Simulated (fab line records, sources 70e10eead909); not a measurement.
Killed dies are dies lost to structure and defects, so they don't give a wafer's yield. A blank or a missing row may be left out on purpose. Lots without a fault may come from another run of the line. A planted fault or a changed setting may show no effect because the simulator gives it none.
One fault seen from 2 desks | flow nand_harc | each desk has only its own numbers; what lay behind them comes last

THE TOOL OWNER'S DESK: litho_track-01
The tool's own readings at NHARC_A_M0_SOFTBAKE_04 (time 55 s): means of the sampled wafers that have a number, for each lot that ran on this tool. A lot is out of limits, marked OUT, if its mean lies more than 4 standard deviations from the usual mean; the brackets give that distance.
Columns: A = heater_power_total_W at NHARC_A_M0_SOFTBAKE_04, usual 188.44 W
lot  | first seen here | A
L509 | day 24 01:00    | 188.35
L514 | day 26 06:00    | 188.41
L513 | day 27 07:00    | 188.42
L524 | day 30 15:00    | 191.14 (+21) OUT
L526 | day 31 08:00    | 191.10 (+20) OUT
This desk's finding: out of limits on L524, L526; first on L524, day 30 15:00 (heater_power_total_W at NHARC_A_M0_SOFTBAKE_04). In limits: L509, L514, L513.

THE DEFECT DESK
What the inspections along the route counted, lot by lot: means of the sampled wafers that have a number. A lot is out of limits, marked OUT, if its mean lies more than 4 standard deviations from the usual mean; the brackets give that distance.
Columns: A = raw_defect_count at NHARC_A_BLC_INSPECT_12, usual 89
lot  | first seen here | A
L505 | day 22 23:58    | 92
L507 | day 23 00:19    | 80
L508 | day 23 16:19    | 150
L509 | day 23 22:19    | 63
L510 | day 24 23:32    | 124
L514 | day 26 02:41    | 132
L513 | day 27 03:31    | 72
L516 | day 27 05:44    | 88
L518 | day 27 23:34    | 97
L524 | day 30 12:22    | 35
L526 | day 31 04:59    | 61
L525 | day 31 05:19    | 79
This desk's finding: nothing out of limits on any of the 12 lots.

PUT TOGETHER
The tool owner's desk could have raised an alarm at day 30 15:00, on L524, L526.
The defect desk saw nothing out of limits.
The defect desk has L524, L526 on record, within its limits.
Of the lots named, all ran NHARC_A_M0_SOFTBAKE_04 on litho_track-01.

WHAT THE SIMULATOR HAD PUT IN
Process parameter drift: litho_track-01, from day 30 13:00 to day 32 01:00, at NHARC_A_M0_SOFTBAKE_04. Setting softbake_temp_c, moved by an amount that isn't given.
Lots struck among those shown: L524, L526.
Hours from the fault's start to each desk's first reading out of limits: the tool owner's desk, 2.
